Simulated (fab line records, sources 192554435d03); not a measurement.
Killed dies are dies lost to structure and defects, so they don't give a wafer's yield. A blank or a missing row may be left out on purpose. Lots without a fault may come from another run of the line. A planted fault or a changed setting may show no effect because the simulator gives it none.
One fault seen from 2 desks | flow n5_finfet | each desk has only its own numbers; what lay behind them comes last

THE METROLOGY DESK
What the gauges read, lot by lot, whatever tool the lot ran on: means of the sampled wafers that have a number. A lot is out of limits, marked OUT, if its mean lies more than 4 standard deviations from the usual mean; the brackets give that distance. Of its 10 readings 7 are shown: those that lie furthest out on some lot.
Columns: A = DIBL_N at N5_BEOL_M4_RC_MEAS_101, usual 35.9 mV/V; B = DIBL_P at N5_BEOL_M4_RC_MEAS_101, usual 35.6 mV/V; C = IOFF_P at N5_BEOL_M4_RC_MEAS_101, usual 0.20 nA/um; D = ION_N at N5_BEOL_M4_RC_MEAS_101, usual 671 uA/um; E = ION_P at N5_BEOL_M4_RC_MEAS_101, usual 460 uA/um; F = SS_N at N5_BEOL_M4_RC_MEAS_101, usual 71.4 mV/dec; G = VT_P at N5_BEOL_M4_RC_MEAS_101, usual -251 mV
lot  | first seen here | A    | B    | C    | D   | E   | F    | G
L530 | day 7 22:20     | 35.7 | 35.3 | 0.20 | 669 | 459 | 71.0 | -250
L532 | day 8 14:39     | 35.1 | 35.9 | 0.17 | 668 | 453 | 71.3 | -256
L533 | day 9 00:58     | 33.6 | 34.2 | 0.18 | 667 | 457 | 71.0 | -253
L534 | day 9 07:43     | 35.5 | 33.2 | 0.17 | 670 | 458 | 71.0 | -252
L536 | day 9 13:25     | 36.4 | 35.4 | 0.22 | 673 | 467 | 71.5 | -248
L537 | day 9 17:02     | 36.2 | 38.5 | 0.23 | 687 | 475 | 71.1 | -247
L538 | day 10 06:55    | 34.2 | 33.9 | 0.18 | 664 | 464 | 70.8 | -250
L542 | day 11 07:04    | 34.6 | 32.8 | 0.18 | 663 | 458 | 71.0 | -251
L545 | day 11 17:46    | 36.5 | 34.7 | 0.18 | 666 | 457 | 71.3 | -253
L547 | day 12 13:02    | 35.5 | 35.0 | 0.17 | 669 | 458 | 71.0 | -255
This desk's finding: nothing out of limits on any of the 10 lots.

THE TOOL OWNER'S DESK: litho_track-05
The tool's own readings at N5_BEOL_M3_COAT_68 (time 60 s, resist thk 12 nm): means of the sampled wafers that have a number, for each lot that ran on this tool. A lot is out of limits, marked OUT, if its mean lies more than 4 standard deviations from the usual mean; the brackets give that distance.
Columns: A = heater_power_total_W at N5_BEOL_M3_COAT_68, usual 427.5 W; B = resist_line_temp_C at N5_BEOL_M3_COAT_68, usual 23.00 C; C = spin_speed_rpm at N5_BEOL_M3_COAT_68, usual 1500.0 rpm
lot  | first seen here | A     | B     | C
L530 | day 7 04:20     | 426.0 | 23.04 | 1499.8
L532 | day 7 19:15     | 430.0 | 22.95 | 1499.4
L533 | day 8 08:34     | 424.4 | 22.99 | 1498.1
L536 | day 8 16:40     | 427.9 | 22.82 | 1499.3
L542 | day 10 09:47    | 427.4 | 23.14 | 1498.5
L545 | day 10 22:23    | 428.7 | 23.04 | 1425.9 (-67) OUT
L547 | day 11 17:52    | 427.7 | 23.07 | 1425.3 (-68) OUT
This desk's finding: out of limits on L545, L547; first on L545, day 10 22:23 (spin_speed_rpm at N5_BEOL_M3_COAT_68). In limits: L530, L532, L533, L536, L542.

PUT TOGETHER
The tool owner's desk could have raised an alarm at day 10 22:23, on L545, L547.
The metrology desk saw nothing out of limits.
The metrology desk has L545, L547 on record, within its limits.
Of the lots named, all ran N5_BEOL_M3_COAT_68 on litho_track-05.

WHAT THE SIMULATOR HAD PUT IN
Process parameter drift: litho_track-05, from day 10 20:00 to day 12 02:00, at N5_BEOL_M3_COAT_68. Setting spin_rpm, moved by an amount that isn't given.
Lots struck among those shown: L545, L547.
Hours from the fault's start to each desk's first reading out of limits: the tool owner's desk, 2.
